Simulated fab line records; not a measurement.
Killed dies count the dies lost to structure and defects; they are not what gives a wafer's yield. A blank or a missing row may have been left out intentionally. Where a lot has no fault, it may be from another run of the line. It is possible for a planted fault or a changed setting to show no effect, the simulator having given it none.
fab line records    flow nand-harc
record: lots: 13  wafers: 39  last-day: 33
route steps=1302 shown A_BLC@1123 A_BONDPAD@1202 END@1302
lots that met no fault: from a run of the same line without faults
start-h: hours from the record's opening day to when the first of the lot's shown wafers began    wait-h: time in hours since the lot's previous step    " repeats the value in the row above    L1.1+2: several wafers, shown together as one row    - no value, or no start given    * or withheld: withheld    < > ~ a bound
route shown NAME@n: a module of which the file shows steps, and the number in the route of the first    usual: mean/standard deviation of fault-free wafers    same: alike in all rows    chamber/n: place in a boat    sites: readings site by site    _std_site: standard deviation of those values    _edge_site: inner sites' mean taken away from outer sites' mean    radius-mm: how far each site lies from the wafer's centre    mask NAME#n: copy n    behind: the last tool/chamber to shape the wafer    hold: the reason the lot was held/the length of the hold in hours/how it ended    device: which transistor (n, p or np) failed to switch    end of line: tests of these same wafers at the route's end    a step with no rows: only its recipe    killed: dies that structure and defects cost at the first sort, which is not the same as the wafer's yield    map: a wafer's dies, x killed, . not, _ none there
set.NAME: setting as actually run; set.NAME@STEP: the setting as run at that earlier step    model.NAME: the simulator's own value behind a step, which no gauge read
one table for each step of the route and one row for each wafer, over a sample of lots
services: from which hour (start-h, from the record's first day; less than 0 if before it) a tool's chamber was out of use, for how many hours, and why
== steps ==
step: NHARC_A_BLC_ETCH_18
recipe: target-depth-a: 9100  c4f8-flow-sccm: 20  o2-flow-sccm: 10  ar-flow-sccm: withheld  rf-w: 600  bias-w: 1500  chemistry: C4F8/O2/Ar
usual: oes-product-au: 0.955/0.025  rf-vpp-V: 975/3.7
lot.wafer  tool         chamber  start-h  wait-h  oes-product-au  rf-hours-counter-h  rf-vpp-V
L361.1     rie-diel-03  2        509.76   -       0.967           3                   974
L361.6     "            1        "        "       0.949           -                   978
L361.5     "            2        "        "       0.959           -                   972
L362.1     rie-diel-03  3        525.69   -       0.947           3                   978
L362.2     "            2        "        "       0.949           4                   972
L362.5     "            3        "        "       0.939           -                   979
L363.1     rie-diel-03  0        531.73   -       0.964           5                   971
L363.3     "            2        "        "       0.968           4                   973
L363.5     "            1        "        "       0.968           -                   977
L364.1     rie-diel-03  3        556.26   -       0.964           6                   977
L364.2     "            1        "        "       0.981           7                   978
L364.6     "            3        "        "       0.956           -                   977
L367.4     rie-diel-11  3        573.16   -       0.955           10                  978
L367.2     "            1        "        "       0.977           10                  975
L367.5     "            2        "        "       0.974           -                   971
L366.3     rie-diel-11  2        581.15   -       0.923           11                  971
L366.4     "            3        "        "       0.920           11                  977
L366.2     "            1        "        "       0.917           11                  976
L368.4     rie-diel-11  3        584.94   -       0.926           12                  976
L368.3     "            2        "        "       0.922           12                  971
L368.6     "            0        "        "       0.945           -                   972
L369.2     rie-diel-11  2        596.57   -       0.912           13                  972
L369.5     "            3        "        "       0.928           -                   976
L369.6     "            0        "        "       0.891           -                   972
L373.2     rie-diel-11  0        623.07   -       0.941           1                   970
L373.1     "            1        "        "       0.961           2                   976
L373.3     "            3        "        "       0.990           1                   976
L372.3     rie-diel-11  2        624.22   -       0.958           2                   971
L372.2     "            0        "        "       0.952           2                   972
L372.5     "            2        "        "       0.962           -                   970
L375.1     rie-diel-03  3        655.24   -       0.995           1                   977
L375.3     "            0        "        "       0.967           1                   971
L375.6     "            0        "        "       0.983           -                   971
L382.3     rie-diel-11  2        728.43   -       0.934           9                   971
L382.2     "            0        "        "       0.964           9                   971
L382.6     "            2        "        "       0.931           -                   971
L383.4     rie-diel-03  1        736.11   -       0.916           6                   977
L383.3     "            0        "        "       0.931           5                   972
L383.6     "            1        "        "       0.917           -                   977
step: NHARC_A_BONDPAD_DEP_00
recipe: target-thk-a: 2500  temp-c: 370  target-thk-nm: 250  pressure-torr: 3  flow-sccm: 200  rf-w: 450  material: SiCN
usual: heater-power-w: 572/65
lot.wafer  tool      chamber  start-h  wait-h  heater-power-w
L361.1     pecvd-03  0        520.93   -       718
L361.5     "         0        "        "       574
L361.6     "         1        "        "       452
L362.2     pecvd-04  1        -        -       548
L362.1     "         2        "        "       502
L362.5     "         2        "        "       510
L363.1     pecvd-03  2        542.74   -       594
L363.3     "         0        "        "       595
L363.5     "         0        "        "       627
L364.2     pecvd-03  0        567.09   -       699
L364.1     "         1        "        "       426
L364.6     "         1        "        "       444
L367.2     pecvd-03  0        -        -       726
L367.4     "         2        "        "       665
L367.5     "         0        "        "       723
L366.2     pecvd-03  1        -        -       481
L366.3     "         2        "        "       605
L366.4     "         1        "        "       499
L368.3     pecvd-01  2        596.13   -       556
L368.4     "         2        "        "       586
L368.6     "         1        "        "       546
L369.2     pecvd-04  2        607.53   -       566
L369.5     "         0        "        "       636
L369.6     "         1        "        "       511
L373.3     pecvd-03  1        -        -       462
L373.2     "         2        "        "       638
L373.1     "         0        "        "       720
L372.2     pecvd-01  2        634.84   -       552
L372.3     "         1        "        "       510
L372.5     "         1        "        "       542
L375.1     pecvd-01  1        666.16   -       547
L375.3     "         2        "        "       579
L375.6     "         1        "        "       565
L382.2     pecvd-04  1        -        -       487
L382.3     "         2        "        "       631
L382.6     "         2        "        "       626
L383.3     pecvd-01  1        747.25   -       553
L383.4     "         1        "        "       569
L383.6     "         2        "        "       614
step: NHARC_A_BONDPAD_STRIP_15
recipe: o2-flow-sccm: 500  ar-flow-sccm: 0  bias-w: 0  chemistry: O2
usual: drypump-motor-current-A: 5.8/0.39  oes-product-au: 1.000/0.015  rf-vpp-V: 58.0/0.86  showerhead-plenum-p-Torr: 3.58/0.18  throttle-valve-pct: 17.037/0.0091
lot.wafer  tool         chamber  start-h  wait-h  drypump-motor-current-A  oes-product-au  rf-hours-counter-h  rf-vpp-V  showerhead-plenum-p-Torr  throttle-valve-pct
L361.1     rie-diel-07  3        522.77   0.1     6.4                      1.012           1                   58.5      3.73                      17.038
L361.5     "            2        "        "       5.7                      1.010           -                   57.6      3.43                      17.037
L361.6     "            3        "        "       6.4                      1.016           -                   59.3      3.73                      17.034
L362.2     rie-diel-10  0        538.22   0.1     6.1                      0.993           40                  57.0      3.28                      17.041
L362.1     "            2        "        "       5.6                      1.018           34                  57.5      3.27                      17.034
L362.5     "            0        "        "       6.1                      0.996           -                   58.0      3.28                      17.028
L363.1     rie-diel-07  1        544.54   0.1     5.2                      1.010           1                   57.3      3.59                      17.037
L363.3     "            2        "        "       5.7                      0.994           1                   57.7      3.43                      17.032
L363.5     "            0        "        "       6.3                      1.005           -                   57.4      3.48                      17.041
L364.1     rie-diel-10  2        568.75   0.1     5.5                      1.009           46                  57.1      3.27                      17.049
L364.2     "            1        "        "       5.2                      0.990           46                  59.1      3.62                      17.062
L364.6     "            2        "        "       5.5                      0.999           -                   58.1      3.27                      17.022
L367.2     rie-diel-07  0        585.77   0.1     6.3                      1.013           2                   57.0      3.48                      17.051
L367.4     "            2        "        "       5.7                      0.992           3                   58.4      3.43                      17.032
L367.5     "            0        "        "       6.3                      1.010           -                   57.0      3.48                      17.019
L366.3     rie-diel-10  3        594.05   0.1     6.1                      0.986           63                  57.0      3.48                      17.040
L366.4     "            0        "        "       6.2                      0.980           63                  57.7      3.27                      17.030
L366.2     "            1        "        "       5.2                      0.997           55                  57.9      3.61                      17.040
L368.3     rie-diel-07  0        597.92   0.1     6.3                      1.009           3                   58.0      3.48                      17.043
L368.4     "            1        "        "       5.2                      0.993           -                   57.7      3.59                      17.046
L368.6     "            2        "        "       5.7                      0.988           -                   58.5      3.43                      17.033
L369.2     rie-diel-12  3        609.46   0.1     5.4                      1.014           29                  59.0      3.68                      17.042
L369.6     "            0        "        "       5.6                      0.997           -                   59.2      3.79                      17.027
L369.5     "            1        "        "       6.1                      1.004           -                   57.5      3.27                      17.028
L373.3     rie-diel-12  0        635.82   0.1     5.6                      0.992           0                   59.0      3.79                      17.039
L373.2     "            1        "        "       6.1                      0.975           0                   57.4      3.81                      17.031
L373.1     "            3        "        "       5.5                      1.037           0                   58.4      3.68                      17.037
L372.2     rie-diel-12  3        636.67   0.1     5.5                      1.019           0                   57.5      3.68                      17.038
L372.3     "            0        "        "       5.6                      1.003           0                   57.7      3.79                      17.036
L372.5     "            0        "        "       5.5                      1.001           -                   60.1      3.79                      17.024
L375.3     rie-diel-12  1        668.05   0.1     6.1                      0.975           5                   58.2      3.81                      17.038
L375.1     "            0        "        "       5.5                      0.989           5                   58.9      3.79                      17.028
L375.6     "            1        "        "       6.0                      0.973           -                   59.3      3.80                      17.045
L382.2     rie-diel-07  0        740.80   0.1     6.3                      1.002           2                   57.4      3.48                      17.049
L382.3     "            1        "        "       5.3                      1.009           2                   58.3      3.59                      17.035
L382.6     "            1        "        "       5.2                      1.010           -                   58.4      3.59                      17.027
L383.4     rie-diel-07  1        748.92   0.1     5.2                      1.009           2                   58.6      3.59                      17.049
L383.3     "            2        "        "       5.7                      1.011           2                   58.9      3.42                      17.052
L383.6     "            2        "        "       5.7                      1.002           -                   58.1      3.42                      17.034
step: NHARC_A_BONDPAD_CMP_19
recipe: t-overpolish-s: 30  cu-recess-touch-s: 16  target-thk-nm: 169.82
usual: motor-current-A: 11.4/1.1  overpolish-run-s: 30.000/0.01
lot.wafer  tool    chamber  start-h  wait-h  motor-current-A  overpolish-run-s
L361.1     cmp-04  0        524.39   -       10.3             29.986
L361.6     "       0        "        "       10.4             29.994
L361.5     "       1        "        "       12.9             29.986
L362.2     cmp-01  2        539.91   -       11.0             30.010
L362.1     "       0        "        "       12.8             29.999
L362.5     "       1        "        "       10.8             30.006
L363.3     cmp-01  3        546.19   -       10.9             29.998
L363.1     "       0        "        "       12.9             30.011
L363.5     "       3        "        "       11.0             30.007
L364.2     cmp-04  2        570.44   -       12.9             29.994
L364.1     "       3        "        "       10.2             30.012
L364.6     "       0        "        "       10.6             29.997
L367.2     cmp-04  3        587.45   -       10.1             29.994
L367.4     "       0        "        "       10.6             29.999
L367.5     "       1        "        "       13.0             30.005
L366.2     cmp-01  0        595.69   -       11.9             30.002
L366.4     "       1        "        "       9.8              30.009
L366.3     "       3        "        "       10.8             29.986
L368.3     cmp-02  1        599.59   -       11.5             30.001
L368.4     "       3        "        "       11.6             29.986
L368.6     "       0        "        "       13.7             30.004
L369.2     cmp-04  2        611.07   -       11.7             29.994
L369.6     "       1        "        "       12.4             30.012
L369.5     "       2        "        "       11.7             29.978
L373.2     cmp-01  0        637.54   -       12.8             30.002
L373.3     "       1        "        "       10.2             29.993
L373.1     "       3        "        "       11.3             30.012
L372.3     cmp-01  3        638.35   -       10.5             29.989
L372.2     "       0        "        "       13.0             29.972
L372.5     "       0        "        "       11.9             30.009
L375.3     cmp-01  1        669.71   -       9.8              29.989
L375.1     "       3        "        "       10.9             29.994
L375.6     "       1        "        "       10.1             29.995
L382.2     cmp-01  1        742.49   -       10.2             29.986
L382.3     "       2        "        "       11.1             29.999
L382.6     "       1        "        "       9.6              30.016
L383.3     cmp-02  1        750.63   -       11.5             29.992
L383.4     "       3        "        "       11.8             29.999
L383.6     "       1        "        "       11.6             29.992
step: NHARC_END_SORT_01
recipe: temp-c: 25
usual: killed-at-array: 52/17  killed-at-other: 1.2/1.4  killed-at-periphery: 4.7/2.9  killed-dies: 58/17  killed-open: 3.2/1.9  killed-short: 2.4/1.4
same: gross-dies: 677
lot.wafer  tool       chamber  start-h  wait-h  killed-at-array  killed-at-other  killed-at-periphery  killed-dies  killed-open  killed-short
L369.2     prober-02  0        643.63   2.8     69               0                2                    71           2            1
L369.5     prober-02  0        646.03   3.7     81               0                6                    87           8            3
L369.6     prober-02  0        646.83   4.0     162              0                2                    164          1            2
L372.2     prober-01  0        667.78   2.8     146              3                2                    151          3            3
L372.3     prober-01  0        668.59   3.1     39               2                2                    43           1            1
L372.5     prober-01  0        670.21   3.7     44               0                4                    48           2            3
L373.1     prober-02  0        668.52   2.5     40               2                3                    45           2            3
L373.2     prober-02  0        669.32   2.8     102              0                2                    104          3            2
L373.3     prober-02  0        670.11   3.1     42               0                5                    47           1            2
killed by level:class
L369.2 A_SLIT:chamber-film-flake=30 A_CHANNEL_HOLE_D2:chamber-film-flake=15 A_CHANNEL_HOLE_D1:chamber-film-flake=14 A_DECK1_JOINT:chamber-film-flake=2 A_STAIRCASE:chamber-film-flake=2 A_WL_FILL:chamber-film-flake=2 P_CONTACT:geometric-particle:open=1 A_DECK1_JOINT:geometric-particle:open=1
L369.5 A_SLIT:chamber-film-flake=23 A_CHANNEL_HOLE_D2:chamber-film-flake=22 A_CHANNEL_HOLE_D1:chamber-film-flake=22 P_M0:geometric-particle:open=3 A_CONTACT:chamber-film-flake=3 A_M0:geometric-particle:short=2 A_M0:geometric-particle:open=2 A_CHANNEL_FILL_D2:chamber-film-flake=2
L369.6 A_BLC:area-etch=99 A_SLIT:chamber-film-flake=32 A_CHANNEL_HOLE_D2:chamber-film-flake=13 A_CHANNEL_HOLE_D1:chamber-film-flake=12 P_GATE:chamber-film-flake=2 A_CONTACT:chamber-film-flake=2 A_ONON_D2:geometric-particle:short=1 A_CHANNEL_FILL_D2:geometric-particle:open=1
L372.2 A_BLC:area-etch=80 A_SLIT:chamber-film-flake=38 A_CHANNEL_HOLE_D1:chamber-film-flake=16 A_STAIRCASE:chamber-film-flake=4 THIN_TSV:chamber-film-flake=3 A_CONTACT:chamber-film-flake=2 P_STI:geometric-particle:short=1 A_CHANNEL_HOLE_D1:geometric-particle:short=1
L373.1 A_CHANNEL_HOLE_D2:chamber-film-flake=14 A_CONTACT:chamber-film-flake=9 A_WL_FILL:chamber-film-flake=5 A_CHANNEL_HOLE_D1:chamber-film-flake=4 A_STAIRCASE:chamber-film-flake=2 A_SLIT:chamber-film-flake=2 THIN_TSV:chamber-film-flake=2 P_CONTACT:geometric-particle:short=1
L372.3 A_CHANNEL_HOLE_D1:chamber-film-flake=17 A_SLIT:chamber-film-flake=16 A_CONTACT:chamber-film-flake=2 THIN_TSV:chamber-film-flake=2 P_M0:geometric-particle:open=1 A_CHANNEL_FILL_D2:geometric-particle:short=1 P_BONDPAD:chamber-film-flake=1 A_ZERO_WELL:chamber-film-flake=1
L373.2 A_BLC:area-etch=61 A_CHANNEL_HOLE_D2:chamber-film-flake=15 A_CHANNEL_HOLE_D1:chamber-film-flake=8 A_STAIRCASE:chamber-film-flake=3 A_SLIT:chamber-film-flake=3 A_WL_FILL:chamber-film-flake=3 A_CONTACT:chamber-film-flake=3 P_GATE:geometric-particle:open=1
L373.3 A_CHANNEL_HOLE_D2:chamber-film-flake=13 A_CONTACT:chamber-film-flake=10 A_CHANNEL_HOLE_D1:chamber-film-flake=9 A_WL_FILL:chamber-film-flake=5 P_CONTACT:chamber-film-flake=2 P_STI:chamber-film-flake=2 A_SLIT:chamber-film-flake=2 A_CHANNEL_FILL_D2:geometric-particle:short=1
L372.5 A_SLIT:chamber-film-flake=21 A_CHANNEL_HOLE_D1:chamber-film-flake=13 A_CONTACT:chamber-film-flake=5 P_ZERO_WELL:chamber-film-flake=2 P_GATE:geometric-particle:short=1 A_DECK1_JOINT:geometric-particle:short=1 A_ONON_D2:geometric-particle:open=1 A_WL_FILL:geometric-particle:short=1
== services ==
tool         chamber  start-h  hours  kind
pecvd-01     -        492.00   13.0   pm
cmp-01       -        494.70   2.4    repair
cmp-04       -        506.97   4.0    pm
pecvd-03     -        547.18   13.0   pm
rie-diel-07  0        555.03   3.6    repair
rie-diel-03  1        565.57   12.8   repair
cmp-01       -        577.50   4.0    pm
rie-diel-07  -        594.58   2.3    repair
cmp-04       -        604.97   4.0    pm
rie-diel-11  -        609.51   9.0    pm
pecvd-03     0        612.42   3.4    repair
rie-diel-12  -        622.40   9.0    pm
rie-diel-12  2        632.62   14.1   repair
rie-diel-03  -        635.71   9.0    pm
rie-diel-07  -        648.20   9.0    pm
pecvd-01     -        649.01   1.3    repair
rie-diel-03  -        670.81   2.5    repair
cmp-01       -        675.50   4.0    pm
rie-diel-03  1        689.01   3.2    repair
rie-diel-11  -        690.97   1.0    repair
cmp-01       -        708.45   0.8    repair
rie-diel-11  2        708.83   5.7    repair
pecvd-03     -        728.18   13.0   pm
cmp-01       -        746.34   0.5    repair
== key ==
first-sign: step: NHARC_END_SORT_01  reading: killed-at-array  direction: up  sigmas: 5.1  usual: 52  struck: 137
effect: step: NHARC_END_SORT_01  reading: killed-dies  direction: up  sigmas: 4.8  usual: 58  struck: 140
more-kills-born-at: NHARC_A_BLC_ETCH_18@rie-diel-11: 240
met-at NHARC_A_BLC_ETCH_18
struck-lots L369,L372,L373
struck-wafers L369.6,L372.2,L373.2
tester-left-out L369,L372,L373
not-acting-at NHARC_A_BONDPAD_DEP_00,NHARC_A_BONDPAD_STRIP_15,NHARC_A_BONDPAD_CMP_19
onset-between 584.94 596.57
fault: kind: process-parameter-drift  tool: rie-diel-11  chamber: 0  onset-h: 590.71  steps: NHARC_A_BLC_ETCH_18  channel: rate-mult  offset: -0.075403  shape: step  end-h: 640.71
tester-left-out: of these lots the tester's yield and bins aren't shown, on N5 and GAA mostly nor the transistor test; their killed dies are dies lost to structure and defects alone, not to doping, threshold or leakage, so they don't give the yield
